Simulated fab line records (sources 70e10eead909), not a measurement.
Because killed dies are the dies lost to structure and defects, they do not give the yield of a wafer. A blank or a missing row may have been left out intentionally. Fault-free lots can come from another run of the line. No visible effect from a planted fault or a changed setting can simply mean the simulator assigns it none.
fab line records    flow nandHarc
record: lots: 24  wafers: 72  lastDay: 33
route steps=1302 shown A_WL_FILL@959 A_CONTACT@985
lots that met no fault: taken from a fault-free run of the same line
startH: hours from the record's first day to the start of the lot's first wafer shown    waitH: how many hours have passed since the lot's step before this one    " repeats the value in the row above    L1.1+2: a single row standing in for several wafers    - either no value or no given start    * or withheld: withheld    < > ~ a bound
route shown NAME@n: names a module that has steps shown in the file, with the first one's number in the route    usual: the fault-free wafers' mean and standard deviation    same: alike in all rows    chamber/n: place in a boat    sites: each site's reading    _std_site: their standard deviation    _edge_site: outer sites' mean less inner sites'    radiusMm: for every site, how far away it sits from the centre of the wafer    mask NAME#n: copy n    behind: tool/chamber where the wafer was last shaped    hold: reason for holding the lot/hours on hold/outcome of the hold    device: transistor that didn't switch, given as n, p or np    end of line: tests of these same wafers at the route's end    a step without rows: its recipe alone    killed: dies lost to structure and defects at the first sort, not the wafer's yield    map: dies across one wafer; x = killed, . = not, _ = none there
set.NAME: the run value of the setting; set.NAME@STEP: its run value at that earlier step    model.NAME: the simulator's own value behind a step, which no gauge read
one table for each step of the route and one row for each wafer, over a sample of lots
services: when a tool's chamber went out of use (startH, in hours from the record's first day, below 0 if earlier), for how many hours, and the reason
== steps ==
step: NHARC_A_WL_FILL_STRIP_27
recipe: powerW: 1500  tempC: 250  timeS: 20  chemistry: N2/H2
usual: drypumpMotorCurrentA: 6.1/0.54  heaterPowerW: 328/32
lot.wafer  tool            chamber  startH  waitH  drypumpMotorCurrentA  heaterPowerW  rfHoursCounterH
L074.2     plasmaAsher-02  0        462.85  0.2    6.7                   308           6
L074.5     "               1        "       "      5.4                   343           -
L074.6     "               0        "       "      6.6                   306           -
L075.1     plasmaAsher-02  0        486.74  0.1    6.6                   303           11
L075.2     "               1        "       "      5.4                   361           11
L075.5     "               1        "       "      5.4                   354           -
L078.1     plasmaAsher-01  1        500.08  0.1    6.2                   292           27
L078.2     "               0        "       "      6.4                   344           27
L078.5     "               0        "       "      6.4                   330           -
L076.1     plasmaAsher-02  1        500.18  0.1    5.4                   358           15
L076.4     "               0        "       "      6.6                   306           -
L076.6     "               0        "       "      6.6                   299           -
L077.4     plasmaAsher-02  1        510.74  0.2    5.4                   355           -
L077.6     "               0        "       "      6.6                   308           -
L077.5     "               1        "       "      5.4                   354           -
L079.2     plasmaAsher-02  1        520.15  0.1    5.3                   356           19
L079.3     "               1        "       "      5.3                   365           -
L079.6     "               1        "       "      5.4                   347           -
L080.1     plasmaAsher-01  0        536.35  0.1    6.4                   340           2
L080.4     "               0        "       "      6.4                   336           -
L080.6     "               0        "       "      6.4                   349           -
L081.1     plasmaAsher-02  0        544.64  0.1    6.6                   314           24
L081.3     "               1        "       "      5.4                   362           -
L081.5     "               0        "       "      6.6                   305           -
L082.1     plasmaAsher-02  1        544.86  0.1    5.4                   351           24
L082.2     "               0        "       "      6.6                   298           24
L082.4     "               0        "       "      6.6                   299           -
L083.2     plasmaAsher-01  0        557.11  0.1    6.4                   344           4
L083.3     "               1        "       "      6.2                   285           -
L083.5     "               0        "       "      6.4                   345           -
L084.3     plasmaAsher-01  0        557.46  0.2    6.4                   347           -
L084.6     "               1        "       "      6.2                   293           -
L084.5     "               0        "       "      6.4                   342           -
L086.1     plasmaAsher-01  0        581.41  0.1    6.4                   337           10
L086.3     "               0        "       "      6.4                   346           -
L086.6     "               0        "       "      6.4                   355           -
L085.2     plasmaAsher-01  0        586.11  0.1    6.4                   327           11
L085.3     "               1        "       "      6.3                   286           -
L085.5     "               0        "       "      6.4                   344           -
L087.2     plasmaAsher-01  1        586.46  0.2    6.4                   281           11
L087.3     "               0        "       "      6.4                   342           -
L087.5     "               1        "       "      6.3                   289           -
L088.2     plasmaAsher-01  1        593.20  0.1    6.3                   291           13
L088.3     "               1        "       "      6.3                   288           -
L088.6     "               0        "       "      6.4                   337           -
L089.2     plasmaAsher-02  0        598.34  0.2    6.6                   296           35
L089.4     "               0        "       "      6.6                   302           -
L089.3     "               1        "       "      5.4                   361           -
L090.4     plasmaAsher-02  0        615.08  0.1    6.6                   298           -
L090.3     "               1        "       "      5.4                   372           -
L090.5     "               1        "       "      5.4                   375           -
L091.2     plasmaAsher-02  1        635.18  0.1    5.4                   376           4
L091.5     "               0        "       "      6.6                   306           -
L091.6     "               1        "       "      5.4                   383           -
L092.1     plasmaAsher-02  0        645.93  0.2    6.6                   298           6
L092.4     "               1        "       "      5.4                   381           -
L092.5     "               1        "       "      5.4                   377           -
L093.1     plasmaAsher-02  1        660.76  0.1    5.4                   375           10
L093.6     "               0        "       "      6.6                   306           -
L093.5     "               1        "       "      5.4                   380           -
L094.2     plasmaAsher-02  1        671.10  0.1    5.4                   378           11
L094.3     "               0        "       "      6.6                   297           -
L094.5     "               0        "       "      6.6                   305           -
L095.4     plasmaAsher-02  1        671.44  0.1    5.4                   376           -
L095.3     "               0        "       "      6.6                   297           -
L095.5     "               1        "       "      5.4                   375           -
L096.1     plasmaAsher-02  1        675.14  0.4    5.4                   372           12
L096.3     "               1        "       "      5.4                   380           -
L096.5     "               1        "       "      5.4                   378           -
L097.2     plasmaAsher-02  1        686.33  0.2    5.4                   371           15
L097.4     "               0        "       "      6.6                   306           -
L097.6     "               1        "       "      5.4                   368           -
step: NHARC_A_CONTACT_DEP_28
recipe: targetThkA: 70000  tempC: 400  material: aC
usual: throttleValvePct: 34.999/0.0095
lot.wafer  tool       chamber  startH  waitH  throttleValvePct
L074.2     aclDep-01  0        481.08  0.8    35.012
L074.5     "          0        483.17  2.8    34.992
L074.6     "          0        "       "      34.985
L075.1     aclDep-03  0        509.30  2.3    35.009
L075.2     "          0        "       "      35.001
L075.5     "          0        512.11  5.1    34.985
L078.1     aclDep-03  0        518.66  0.1    35.001
L078.2     "          0        "       "      34.990
L078.5     "          0        521.50  2.9    34.988
L076.1     aclDep-01  0        518.81  0.1    35.017
L076.4     "          0        520.93  2.2    35.014
L076.6     "          0        522.34  3.6    34.991
L077.4     aclDep-01  0        530.00  2.2    34.996
L077.5     "          0        "       "      34.995
L077.6     "          0        "       "      34.997
L079.2     aclDep-02  0        539.33  2.1    35.001
L079.3     "          0        "       "      34.989
L079.6     "          0        542.16  4.9    34.994
L080.1     aclDep-03  0        556.06  0.1    34.981
L080.4     "          0        558.22  2.2    35.005
L080.6     "          0        559.65  3.6    35.003
L082.1     aclDep-02  0        561.47  0.1    35.008
L082.2     "          0        "       "      34.979
L082.4     "          0        563.62  2.2    35.008
L081.1     aclDep-01  0        562.14  0.7    34.997
L081.3     "          0        563.59  2.1    34.987
L081.5     "          0        565.03  3.6    35.008
L084.3     aclDep-01  0        579.48  5.1    34.984
L084.5     "          0        580.90  6.5    35.005
L084.6     "          0        "       "      35.010
L083.2     aclDep-03  0        583.58  4.4    34.997
L083.3     "          0        "       "      34.998
L083.5     "          0        585.69  6.5    34.992
L086.1     aclDep-02  0        598.30  0.2    34.987
L086.3     "          0        599.71  1.6    34.988
L086.6     "          0        601.83  3.7    34.994
L087.2     aclDep-03  0        605.78  0.8    34.994
L087.3     "          0        "       "      35.008
L087.5     "          0        607.87  2.9    35.002
L085.2     aclDep-01  0        605.98  0.8    35.003
L085.3     "          0        "       "      35.002
L085.5     "          0        608.13  2.9    35.004
L088.2     aclDep-01  0        612.09  2.1    35.014
L088.3     "          0        "       "      35.006
L088.6     "          0        614.90  4.9    35.009
L089.2     aclDep-02  0        622.34  3.6    35.010
L089.3     "          0        "       "      35.000
L089.4     "          0        "       "      35.005
L090.3     aclDep-02  0        637.66  1.7    34.992
L090.4     "          0        "       "      35.000
L090.5     "          0        "       "      35.004
L091.2     aclDep-01  0        653.13  0.9    34.989
L091.5     "          0        655.26  3.0    35.015
L091.6     "          0        "       "      35.002
L092.1     aclDep-03  0        665.87  1.3    34.993
L092.4     "          0        667.98  3.4    35.000
L092.5     "          0        "       "      35.007
L093.1     aclDep-01  0        686.92  0.1    34.999
L093.5     "          0        689.72  2.9    35.006
L093.6     "          0        "       "      34.999
L094.2     aclDep-01  0        693.67  0.8    34.984
L094.3     "          0        "       "      35.009
L094.5     "          0        695.78  2.9    35.009
L095.3     aclDep-03  0        694.03  1.5    34.993
L095.4     "          0        "       "      35.011
L095.5     "          0        "       "      35.002
L096.1     aclDep-02  0        696.80  0.3    34.998
L096.3     "          0        698.22  1.7    34.982
L096.5     "          0        699.63  3.1    34.997
L097.2     aclDep-02  0        706.25  1.8    35.002
L097.4     "          0        707.67  3.2    35.004
L097.6     "          0        709.09  4.6    35.003
step: NHARC_A_CONTACT_OVL_MEAS_43
usual: overlayXNm: -0.2/0.82  overlayYNm: -0.1/0.84
lot.wafer  tool        chamber  startH  waitH  overlayXNm  overlayYNm
L074.2     overlay-01  -        485.26  -      0.3         -0.6
L074.5     "           -        "       "      0.6         -1.4
L074.6     "           -        "       "      1.1         -1.0
L075.1     overlay-02  -        514.34  -      -0.6        -0.7
L075.2     "           -        "       "      -0.9        -1.1
L075.5     "           -        "       "      -1.1        -0.7
L078.1     overlay-02  -        523.62  -      -1.0        -0.3
L078.2     "           -        "       "      -1.1        0.1
L078.5     "           -        "       "      -0.5        0.3
L076.1     overlay-01  -        523.87  -      0.5         0.9
L076.4     "           -        "       "      0.7         0.7
L076.6     "           -        "       "      0.7         0.8
L077.4     overlay-01  -        532.98  -      -0.2        -0.3
L077.5     "           -        "       "      0.3         -0.9
L077.6     "           -        "       "      0.2         -0.2
L079.2     overlay-01  -        543.57  -      -1.0        0.2
L079.3     "           -        "       "      -1.0        -0.2
L079.6     "           -        "       "      -1.6        -0.5
L080.1     overlay-02  -        561.21  -      0.6         -1.4
L080.4     "           -        "       "      0.6         -0.7
L080.6     "           -        "       "      0.6         -0.6
L082.1     overlay-01  -        566.47  -      -1.6        -1.1
L082.2     "           -        "       "      -0.8        -0.9
L082.4     "           -        "       "      -2.0        -1.2
L081.1     overlay-02  -        567.31  -      0.3         -0.9
L081.3     "           -        "       "      0.4         -0.2
L081.5     "           -        "       "      0.4         -0.9
L084.3     overlay-01  -        583.02  -      -0.8        1.5
L084.5     "           -        "       "      -0.3        1.6
L084.6     "           -        "       "      -0.5        1.7
L083.2     overlay-01  -        587.93  -      0.7         -0.5
L083.3     "           -        "       "      1.0         -0.8
L083.5     "           -        "       "      0.3         -0.7
L086.1     overlay-02  -        603.25  -      -0.2        0.5
L086.3     "           -        "       "      0.6         0.4
L086.6     "           -        "       "      0.0         0.4
L087.2     overlay-01  -        610.10  -      -1.5        -0.6
L087.3     "           -        "       "      -0.5        0.0
L087.5     "           -        "       "      -1.2        0.4
L085.2     overlay-01  -        610.40  -      -0.8        -1.0
L085.3     "           -        "       "      -0.9        -1.6
L085.5     "           -        "       "      -1.4        -1.6
L088.2     overlay-02  -        616.44  -      0.0         1.2
L088.3     "           -        "       "      -0.2        1.3
L088.6     "           -        "       "      -0.4        1.4
L089.2     overlay-02  -        626.58  -      0.9         0.6
L089.3     "           -        "       "      1.1         0.0
L089.4     "           -        "       "      0.9         0.4
L090.3     overlay-02  -        641.16  -      1.4         -0.9
L090.4     "           -        "       "      1.2         -0.9
L090.5     "           -        "       "      1.0         -0.3
L091.2     overlay-02  -        657.51  -      -0.2        0.6
L091.5     "           -        "       "      0.0         0.9
L091.6     "           -        "       "      0.5         1.4
L092.1     overlay-02  -        670.92  -      -0.9        -1.0
L092.4     "           -        "       "      -0.9        -0.5
L092.5     "           -        "       "      -1.7        -0.7
L093.1     overlay-01  -        691.95  -      -0.5        -0.6
L093.5     "           -        "       "      -0.9        -0.2
L093.6     "           -        "       "      -1.1        -0.5
L095.3     overlay-01  -        697.72  -      -1.3        0.1
L095.4     "           -        "       "      -1.2        0.8
L095.5     "           -        "       "      -1.1        0.6
L094.2     overlay-02  -        698.02  -      0.3         0.6
L094.3     "           -        "       "      0.0         1.4
L094.5     "           -        "       "      0.1         0.8
L096.1     overlay-02  -        701.88  -      0.3         0.8
L096.3     "           -        "       "      -0.1        0.9
L096.5     "           -        "       "      0.1         1.3
L097.2     overlay-02  -        710.51  -      -0.5        -0.2
L097.4     "           -        "       "      -1.0        -0.3
L097.6     "           -        "       "      -0.4        -0.6
step: NHARC_A_CONTACT_ETCH_49
recipe: targetDepthA: 2600  overEtchFrac: 0.3  timeS: 475.3  ionEnergyEv: 200  n2FlowSccm: 150  h2FlowSccm: 150  arFlowSccm: 0  rfW: 400  biasW: 150  chemistry: N2/H2
usual: biasW: 150.0/0.46  drypumpMotorCurrentA: 5.5/0.45  oesProductAu: 1.002/0.0092  rfVppV: 430.2/2.3  showerheadPlenumPTorr: 2.03/0.081  throttleValvePct: 14.171/0.0085
lot.wafer  tool        chamber  startH  waitH  biasW  drypumpMotorCurrentA  oesProductAu  rfHoursCounterH  rfVppV  showerheadPlenumPTorr  throttleValvePct
L074.2     rieDiel-05  0        -       -      149.9  5.5                   1.014         13               429.3   1.99                   14.166
L074.5     "           1        "       "      149.8  5.5                   1.010         -                432.5   2.15                   14.188
L074.6     "           2        "       "      150.6  5.8                   1.000         -                430.8   2.04                   14.170
L075.2     rieDiel-05  3        -       -      150.3  4.9                   1.018         11               429.0   1.96                   14.195
L075.1     "           0        "       "      149.9  5.5                   1.021         18               429.1   1.99                   14.175
L075.5     "           1        "       "      149.9  5.5                   1.009         -                434.0   2.14                   14.163
L078.2     rieDiel-05  1        -       -      150.3  5.5                   1.012         20               433.1   2.14                   14.185
L078.1     "           2        "       "      151.0  5.8                   1.004         19               429.5   2.03                   14.158
L078.5     "           2        "       "      150.5  5.8                   1.000         -                430.1   2.03                   14.178
L076.1     rieDiel-03  3        -       -      151.2  5.4                   1.001         18               426.4   1.93                   14.175
L076.4     "           0        "       "      150.2  6.3                   0.990         16               428.3   1.95                   14.173
L076.6     "           3        "       "      151.1  5.4                   0.999         -                428.5   1.93                   14.172
L077.4     rieDiel-05  0        -       -      149.3  5.5                   1.011         20               427.6   1.99                   14.165
L077.6     "           3        "       "      149.2  4.9                   1.011         -                428.5   1.96                   14.169
L077.5     "           0        "       "      149.6  5.5                   1.015         -                429.9   1.99                   14.167
L079.3     rieDiel-05  1        -       -      150.4  5.5                   1.019         23               432.6   2.14                   14.174
L079.2     "           3        "       "      150.4  4.9                   1.016         15               428.3   1.96                   14.162
L079.6     "           1        "       "      149.4  5.5                   1.010         -                433.3   2.14                   14.176
L080.4     rieDiel-05  1        -       -      150.4  5.5                   1.003         26               434.5   2.14                   14.180
L080.1     "           2        "       "      149.8  5.8                   1.000         26               429.5   2.03                   14.167
L080.6     "           3        "       "      150.0  4.9                   1.003         -                428.3   1.96                   14.168
L082.4     rieDiel-05  2        -       -      150.1  5.8                   1.002         27               429.9   2.03                   14.151
L082.2     "           3        "       "      150.0  4.9                   1.013         20               428.3   1.96                   14.160
L082.1     "           0        "       "      150.3  5.5                   1.007         27               428.5   1.99                   14.154
L081.1     rieDiel-10  0        -       -      150.9  5.5                   1.011         43               429.2   2.03                   14.177
L081.3     "           1        "       "      150.6  6.4                   0.993         51               427.8   1.92                   14.189
L081.5     "           0        "       "      150.6  5.5                   1.009         -                431.9   2.03                   14.174
L084.3     rieDiel-05  3        -       -      150.1  4.9                   0.993         23               428.3   1.96                   14.186
L084.6     "           0        "       "      150.0  5.5                   1.016         -                427.2   1.99                   14.167
L084.5     "           3        "       "      150.9  4.9                   1.009         -                427.5   1.96                   14.166
L083.2     rieDiel-03  2        -       -      150.4  5.2                   1.006         44               433.3   2.11                   14.175
L083.3     "           3        "       "      149.5  5.3                   1.010         43               427.6   1.92                   14.176
L083.5     "           1        "       "      149.7  6.2                   1.018         -                434.5   2.20                   14.183
L086.3     rieDiel-05  3        -       -      150.2  4.9                   1.010         27               427.1   1.96                   14.165
L086.1     "           0        "       "      149.8  5.5                   1.002         34               428.7   1.99                   14.170
L086.6     "           2        "       "      150.2  5.8                   1.007         -                429.8   2.03                   14.184
L087.3     rieDiel-10  1        -       -      150.1  6.5                   0.989         0                427.2   1.92                   14.186
L087.2     "           3        "       "      149.6  4.6                   0.997         0                430.3   2.04                   14.168
L087.5     "           2        "       "      149.8  6.2                   0.987         -                434.6   2.17                   14.171
L085.3     rieDiel-03  3        -       -      150.8  5.4                   1.005         55               428.5   1.92                   14.174
L085.2     "           0        "       "      150.1  6.3                   0.995         47               427.1   1.94                   14.174
L085.5     "           2        "       "      150.3  5.2                   0.990         -                433.1   2.10                   14.156
L088.2     rieDiel-03  3        -       -      149.3  5.3                   1.009         58               427.9   1.92                   14.173
L088.3     "           1        "       "      149.3  6.2                   1.009         53               434.1   2.20                   14.175
L088.6     "           3        "       "      149.8  5.3                   1.008         -                426.6   1.92                   14.175
L089.4     rieDiel-10  0        -       -      149.7  5.5                   1.015         5                431.3   2.03                   14.181
L089.2     "           1        "       "      149.7  6.4                   0.991         2                427.5   1.92                   14.158
L089.3     "           2        "       "      149.3  6.2                   1.000         5                434.2   2.17                   14.166
L090.3     rieDiel-05  2        -       -      150.5  5.8                   0.987         5                430.0   2.03                   14.179
L090.4     "           1        "       "      149.7  5.5                   0.998         5                433.1   2.14                   14.187
L090.5     "           2        "       "      149.9  5.8                   0.983         -                430.0   2.03                   14.164
L091.2     rieDiel-05  2        -       -      150.3  5.8                   0.995         8                431.4   2.03                   14.168
L091.6     "           2        "       "      150.2  5.8                   0.986         -                429.8   2.03                   14.191
L091.5     "           3        "       "      149.1  4.9                   0.996         -                427.6   1.96                   14.168
L092.1     rieDiel-05  3        -       -      150.5  4.9                   1.002         10               427.8   1.96                   14.169
L092.4     "           1        "       "      150.5  5.5                   0.999         9                434.2   2.14                   14.177
L092.5     "           0        "       "      150.1  5.5                   0.989         -                428.9   1.98                   14.176
L093.1     rieDiel-05  0        -       -      149.9  5.5                   0.999         11               428.4   1.98                   14.170
L093.6     "           2        "       "      149.8  5.8                   0.992         -                430.9   2.02                   14.168
L093.5     "           3        "       "      150.5  4.9                   1.008         -                429.3   1.95                   14.160
L095.3     rieDiel-05  3        -       -      150.2  4.9                   1.012         13               429.5   1.95                   14.169
L095.4     "           2        "       "      150.3  5.8                   0.989         14               430.7   2.02                   14.180
L095.5     "           0        "       "      150.3  5.5                   0.993         -                428.9   1.98                   14.160
L094.2     rieDiel-10  0        -       -      149.7  5.6                   0.998         26               429.2   2.02                   14.158
L094.3     "           2        "       "      150.0  6.2                   1.004         26               433.9   2.16                   14.175
L094.5     "           3        "       "      150.5  4.6                   0.990         -                430.3   2.03                   14.172
L096.1     rieDiel-05  2        -       -      150.1  5.8                   0.995         15               431.1   2.02                   14.161
L096.3     "           0        "       "      148.9  5.5                   0.996         13               429.2   1.98                   14.168
L096.5     "           1        "       "      150.6  5.5                   0.996         -                433.1   2.13                   14.172
L097.4     rieDiel-05  1        -       -      150.3  5.5                   0.987         16               433.0   2.13                   14.174
L097.2     "           3        "       "      150.0  4.9                   1.000         17               427.3   1.95                   14.181
L097.6     "           0        "       "      149.9  5.5                   0.994         -                428.9   1.98                   14.156
step: NHARC_A_CONTACT_ETCH_115
recipe: sourceW: withheld  pressureMtorr: 20  biasV: 3000  timeS: 190  targetDepthA: 18500  arFlowSccm: withheld  c4f8FlowSccm: withheld  o2FlowSccm: withheld  chemistry: C4F8/O2/Ar
lot.wafer  tool           chamber  startH  waitH  rfHoursCounterH
L074.2     harCapEtch-02  0        487.93  0.1    82
L074.6     "              1        "       "      -
L074.5     "              0        "       "      -
L075.1     harCapEtch-01  1        516.98  0.1    1
L075.2     "              0        "       "      1
L075.5     "              0        "       "      -
L078.1     harCapEtch-02  0        526.27  0.1    88
L078.2     "              1        "       "      88
L078.5     "              1        "       "      -
L076.1     harCapEtch-03  1        526.50  0.1    45
L076.4     "              0        "       "      -
L076.6     "              0        "       "      -
L077.4     harCapEtch-02  0        535.68  0.1    -
L077.6     "              0        "       "      -
L077.5     "              1        "       "      -
L079.2     harCapEtch-02  0        546.22  0.1    92
L079.3     "              0        "       "      -
L079.6     "              1        "       "      -
L080.1     harCapEtch-02  1        563.84  0.1    96
L080.4     "              1        "       "      -
L080.6     "              0        "       "      -
L082.1     harCapEtch-01  0        569.10  0.1    11
L082.2     "              1        "       "      11
L082.4     "              1        "       "      -
L081.1     harCapEtch-03  1        569.94  0.1    53
L081.3     "              1        "       "      -
L081.5     "              1        "       "      -
L084.3     harCapEtch-02  0        586.09  0.1    -
L084.5     "              0        "       "      -
L084.6     "              1        "       "      -
L083.2     harCapEtch-01  0        590.65  0.1    16
L083.3     "              1        "       "      -
L083.5     "              0        "       "      -
L086.1     harCapEtch-03  1        606.27  0.1    60
L086.3     "              1        "       "      -
L086.6     "              0        "       "      -
L087.2     harCapEtch-02  0        613.17  0.1    105
L087.3     "              0        "       "      -
L087.5     "              0        "       "      -
L085.2     harCapEtch-03  1        613.43  0.1    63
L085.3     "              0        "       "      -
L085.5     "              0        "       "      -
L088.2     harCapEtch-02  1        619.48  0.1    107
L088.3     "              0        "       "      -
L088.6     "              1        "       "      -
L089.2     harCapEtch-03  1        629.20  0.1    67
L089.3     "              1        "       "      -
L089.4     "              0        "       "      -
L090.4     harCapEtch-03  0        643.87  0.1    -
L090.3     "              1        "       "      -
L090.5     "              0        "       "      -
L091.2     harCapEtch-03  0        660.14  0.1    73
L091.6     "              0        "       "      -
L091.5     "              1        "       "      -
L092.1     harCapEtch-03  1        673.55  0.1    75
L092.4     "              0        "       "      -
L092.5     "              0        "       "      -
L093.1     harCapEtch-01  0        694.75  0.1    33
L093.6     "              1        "       "      -
L093.5     "              0        "       "      -
L095.4     harCapEtch-02  0        700.68  0.2    -
L095.3     "              1        "       "      -
L095.5     "              0        "       "      -
L094.2     harCapEtch-03  1        700.69  0.1    78
L094.3     "              0        "       "      -
L094.5     "              0        "       "      -
L096.1     harCapEtch-01  1        704.51  0.1    35
L096.3     "              1        "       "      -
L096.5     "              0        "       "      -
L097.2     harCapEtch-01  1        713.17  0.1    37
L097.4     "              1        "       "      -
L097.6     "              0        "       "      -
step: NHARC_A_CONTACT_ETCH_90
recipe: targetDepthA: 400  overEtchFrac: 0.5  timeS: 85.7  ionEnergyEv: 120  ch3fFlowSccm: 50  o2FlowSccm: 30  arFlowSccm: 200  rfW: 500  biasW: 100  chemistry: CH3F/O2
usual: biasW: 100.0/0.31  drypumpMotorCurrentA: 5.5/0.5  oesProductAu: 0.95/0.034  rfVppV: 244.2/1.5  showerheadPlenumPTorr: 2.45/0.093  throttleValvePct: 20.663/0.0085
lot.wafer  tool        chamber  startH  waitH  biasW  drypumpMotorCurrentA  oesProductAu  rfHoursCounterH  rfVppV  showerheadPlenumPTorr  throttleValvePct
L074.2     rieDiel-10  2        490.27  0.8    99.2   6.1                   1.00          26               247.0   2.62                   20.679
L074.5     "           0        "       "      100.2  5.6                   1.02          -                243.9   2.46                   20.669
L074.6     "           1        "       "      100.2  6.4                   1.00          -                243.0   2.34                   20.656
L075.1     rieDiel-05  2        519.32  0.9    99.9   5.8                   0.94          19               244.9   2.45                   20.662
L075.2     "           0        "       "      100.2  5.5                   0.95          19               244.5   2.41                   20.661
L075.5     "           2        "       "      99.6   5.8                   0.95          -                245.3   2.45                   20.672
L078.2     rieDiel-10  3        528.64  0.8    99.8   4.7                   0.92          42               244.3   2.46                   20.652
L078.1     "           1        "       "      100.2  6.4                   0.94          38               242.7   2.33                   20.672
L078.5     "           2        "       "      100.1  6.1                   0.93          -                246.9   2.62                   20.649
L076.1     rieDiel-03  0        528.87  0.9    100.1  6.3                   0.92          18               242.4   2.35                   20.665
L076.4     "           1        "       "      99.8   6.2                   0.93          21               246.6   2.65                   20.675
L076.6     "           2        "       "      99.7   5.2                   0.93          -                245.6   2.54                   20.660
L077.4     rieDiel-10  2        538.00  0.8    100.2  6.2                   0.92          43               246.9   2.62                   20.667
L077.5     "           3        "       "      100.0  4.7                   0.91          -                245.1   2.46                   20.649
L077.6     "           0        "       "      99.8   5.5                   0.99          -                244.6   2.46                   20.644
L079.3     rieDiel-05  3        548.57  0.7    99.9   4.9                   0.94          17               241.3   2.37                   20.661
L079.2     "           0        "       "      100.5  5.5                   0.94          24               244.6   2.40                   20.657
L079.6     "           3        "       "      99.5   4.9                   0.94          -                244.2   2.37                   20.668
L080.1     rieDiel-05  2        566.22  0.9    99.8   5.8                   0.93          27               245.3   2.45                   20.674
L080.4     "           3        "       "      100.1  4.9                   0.93          20               244.3   2.37                   20.669
L080.6     "           0        "       "      99.6   5.5                   0.93          -                242.2   2.40                   20.661
L082.1     rieDiel-05  0        571.45  0.9    100.3  5.5                   0.94          28               243.9   2.40                   20.661
L082.4     "           2        "       "      100.1  5.8                   0.95          28               244.2   2.45                   20.658
L082.2     "           3        "       "      100.3  5.0                   0.93          21               245.2   2.37                   20.671
L081.3     rieDiel-05  2        572.31  0.7    99.5   5.8                   1.02          28               245.1   2.45                   20.660
L081.1     "           0        "       "      99.6   5.5                   1.02          28               242.3   2.40                   20.657
L081.5     "           1        "       "      99.9   5.5                   1.01          -                245.8   2.57                   20.663
L084.3     rieDiel-05  3        588.37  0.7    99.6   4.9                   0.93          25               244.1   2.37                   20.655
L084.5     "           0        "       "      99.8   5.5                   0.94          -                243.5   2.40                   20.660
L084.6     "           2        "       "      99.2   5.8                   0.93          -                244.8   2.45                   20.675
L083.3     rieDiel-05  3        592.95  0.7    99.7   4.9                   1.00          26               243.7   2.37                   20.663
L083.2     "           0        "       "      99.9   5.5                   1.00          33               241.6   2.40                   20.658
L083.5     "           0        "       "      99.9   5.5                   1.01          -                243.7   2.40                   20.659
L086.1     rieDiel-03  0        608.63  0.9    100.1  6.3                   0.92          46               242.4   2.34                   20.662
L086.3     "           1        "       "      100.5  6.2                   0.93          49               247.0   2.64                   20.661
L086.6     "           3        "       "      100.3  5.3                   0.93          -                242.0   2.32                   20.650
L087.2     rieDiel-10  3        615.50  0.8    100.0  4.6                   0.93          3                245.2   2.45                   20.661
L087.3     "           0        "       "      100.1  5.5                   0.92          3                243.9   2.45                   20.659
L087.5     "           0        "       "      100.0  5.5                   0.92          -                244.3   2.45                   20.666
L085.2     rieDiel-05  3        615.78  0.9    100.2  4.9                   0.99          0                243.3   2.37                   20.660
L085.3     "           2        "       "      100.1  5.8                   1.00          0                245.3   2.45                   20.660
L085.5     "           0        "       "      100.5  5.5                   0.99          -                242.9   2.40                   20.663
L088.3     rieDiel-05  3        622.05  0.7    100.2  4.9                   0.99          0                242.0   2.37                   20.649
L088.2     "           1        "       "      99.4   5.5                   0.99          0                245.8   2.57                   20.660
L088.6     "           3        "       "      100.0  4.9                   0.99          -                244.2   2.37                   20.663
L089.2     rieDiel-05  2        631.55  0.9    99.9   5.8                   0.99          2                244.4   2.44                   20.660
L089.4     "           3        "       "      100.2  4.9                   1.00          2                244.0   2.37                   20.653
L089.3     "           0        "       "      100.1  5.5                   0.99          2                243.9   2.40                   20.661
L090.3     rieDiel-05  3        646.17  0.7    100.5  4.9                   0.92          7                244.8   2.36                   20.664
L090.4     "           0        "       "      100.2  5.5                   0.92          6                243.3   2.40                   20.655
L090.5     "           2        "       "      99.9   5.8                   0.92          -                243.5   2.44                   20.657
L091.2     rieDiel-03  0        662.50  0.9    99.8   6.3                   1.01          4                243.8   2.34                   20.671
L091.6     "           2        "       "      100.2  5.3                   1.00          -                245.6   2.52                   20.670
L091.5     "           3        "       "      100.0  5.4                   1.00          -                242.5   2.32                   20.673
L092.4     rieDiel-03  2        676.52  0.7    100.0  5.2                   0.96          10               245.3   2.52                   20.667
L092.1     "           0        "       "      100.4  6.3                   0.97          6                241.3   2.34                   20.645
L092.5     "           3        "       "      99.9   5.4                   0.97          -                243.0   2.31                   20.675
L093.1     rieDiel-05  3        697.09  0.8    100.1  4.9                   0.93          13               241.3   2.36                   20.657
L093.6     "           1        "       "      99.8   5.5                   0.93          -                244.3   2.57                   20.666
L093.5     "           2        "       "      99.8   5.8                   0.93          -                242.9   2.44                   20.658
L094.3     rieDiel-10  1        703.02  0.7    99.9   6.4                   0.92          26               241.6   2.31                   20.666
L094.2     "           3        "       "      100.2  4.7                   0.92          27               244.3   2.44                   20.673
L094.5     "           1        "       "      100.4  6.4                   0.92          -                242.1   2.31                   20.661
L095.3     rieDiel-10  3        703.57  0.7    99.6   4.6                   0.92          27               242.5   2.44                   20.656
L095.4     "           1        "       "      100.2  6.4                   0.92          26               242.3   2.31                   20.664
L095.5     "           0        "       "      100.3  5.5                   0.92          -                243.8   2.44                   20.665
L096.1     rieDiel-10  2        706.87  0.9    99.9   6.1                   0.93          28               247.3   2.60                   20.670
L096.3     "           0        "       "      100.0  5.5                   0.94          29               243.7   2.44                   20.661
L096.5     "           1        "       "      100.0  6.4                   0.92          -                243.3   2.31                   20.670
L097.4     rieDiel-10  0        715.55  0.7    99.9   5.5                   0.92          32               245.4   2.44                   20.656
L097.2     "           2        "       "      99.9   6.1                   0.93          31               247.0   2.60                   20.662
L097.6     "           1        "       "      100.3  6.5                   0.91          -                243.0   2.31                   20.666
== services ==
tool            chamber  startH  hours  kind
rieDiel-10      0        456.59  16.1   repair
rieDiel-03      -        461.93  9.0    pm
rieDiel-05      3        465.92  15.2   repair
rieDiel-10      -        485.03  0.4    repair
aclDep-03       -        486.19  13.0   pm
plasmaAsher-01  -        520.36  9.0    pm
aclDep-01       -        547.79  1.4    repair
rieDiel-05      1        573.90  24.5   repair
rieDiel-10      -        598.42  9.0    pm
plasmaAsher-02  -        603.03  9.0    pm
rieDiel-05      -        606.25  9.0    pm
aclDep-02       -        608.64  13.0   pm
rieDiel-03      0        613.32  12.3   repair
plasmaAsher-02  -        619.55  3.8    repair
plasmaAsher-01  -        620.14  1.5    repair
rieDiel-03      -        638.93  9.0    pm
rieDiel-10      -        643.79  0.8    repair
rieDiel-05      -        659.51  10.5   repair
aclDep-03       -        670.08  13.0   pm
rieDiel-03      -        677.90  0.5    repair
rieDiel-05      0        685.51  4.9    repair
rieDiel-10      2        687.34  5.2    repair
rieDiel-05      2        687.88  1.9    repair
plasmaAsher-01  -        697.36  9.0    pm
== key ==
fault none
